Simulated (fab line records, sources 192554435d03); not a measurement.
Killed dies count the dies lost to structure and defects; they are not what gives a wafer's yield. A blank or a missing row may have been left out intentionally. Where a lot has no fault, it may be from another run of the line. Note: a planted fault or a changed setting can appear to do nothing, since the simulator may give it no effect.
Chamber matching + flow n5-finfet + 3 sister chambers for N5_BEOL_M5_CURE_79 on uv-cure-02
The step cures SiCOH lowk, time 240 s. 20 wafers are shown with their chamber, then 10 later ones without.

WAFERS PAIRED WITH THEIR CHAMBERS
| wafer  | chamber | wafer_temp_C_max | lamp-power-pct (%) |
|--------|---------|------------------|--------------------|
| L074.2 | 0       | 387.6            | 52.29              |
| L074.3 | 0       | 387.5            | 52.32              |
| L074.4 | 0       | 387.2            | 52.33              |
| L078.2 | 0       | 387.7            | 52.33              |
| L078.3 | 0       | 388.0            | 52.35              |
| L078.4 | 0       | 387.3            | 52.32              |
| L077.3 | 1       | 387.2            | 52.29              |
| L077.5 | 1       | 387.1            | 52.23              |
| L077.6 | 1       | 387.0            | 52.20              |
| L081.1 | 2       | 386.3            | 52.26              |
| L081.3 | 2       | 386.4            | 52.30              |
| L081.6 | 2       | 386.8            | 52.26              |
| L082.1 | 1       | 387.1            | 52.27              |
| L082.3 | 1       | 387.3            | 52.34              |
| L082.4 | 1       | 386.7            | 52.36              |
| L083.1 | 1       | 387.4            | 52.28              |
| L083.4 | 1       | 387.0            | 52.32              |
| L083.5 | 1       | 387.2            | 52.27              |
| L085.2 | 2       | 386.2            | 52.46              |
| L085.4 | 2       | 386.1            | 52.25              |

SIGNATURES (means of the wafers above)
| reading          | chamber 0 | chamber 1 | chamber 2 | scatter within a chamber |
|------------------|-----------|-----------|-----------|--------------------------|
| wafer_temp_C_max | 387.550   | 387.111   | 386.360   | 0.247                    |
| lamp-power-pct   | 52.3233   | 52.2844   | 52.3060   | 0.0562                   |
Rule: distance of a wafer from a chamber = root of the sum over the readings of ((wafer's reading minus chamber's mean) / reading's scatter) squared. The wafer belongs to the nearest chamber; if the next one is less than 2 further off, it can't be placed. The scatter: the root of (the sum of the squares of (reading less its chamber's mean) over the shown wafers, divided by (wafers less chambers)).

WAFERS WITHOUT THEIR CHAMBER
| wafer  | wafer_temp_C_max | lamp-power-pct (%) |
|--------|------------------|--------------------|
| L085.5 | 386.4            | 52.33              |
| L087.3 | 387.3            | 52.29              |
| L087.5 | 387.4            | 52.35              |
| L087.6 | 386.7            | 52.36              |
| L092.1 | 386.8            | 52.38              |
| L092.2 | 387.0            | 52.37              |
| L092.4 | 386.5            | 52.33              |
| L096.4 | 386.1            | 52.32              |
| L096.5 | 386.2            | 52.35              |
| L096.6 | 386.2            | 52.31              |

WHICH CHAMBER EACH WENT THROUGH
| wafer  | from the rows above          | in truth |
|--------|------------------------------|----------|
| L085.5 | 2                            | 2        |
| L087.3 | can't be placed: 1 or 0      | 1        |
| L087.5 | can't be placed: 0 or 1      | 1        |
| L087.6 | can't be placed: 2 or 1 or 0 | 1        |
| L092.1 | can't be placed: 1 or 2 or 0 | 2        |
| L092.2 | can't be placed: 1 or 0 or 2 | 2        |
| L092.4 | can't be placed: 2 or 1      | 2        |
| L096.4 | 2                            | 2        |
| L096.5 | 2                            | 2        |
| L096.6 | 2                            | 2        |
Placed correctly: 4 of 10. Can't be placed from these rows: 6 (the true chamber is among the candidates in 6). Wrongly placed: 0.
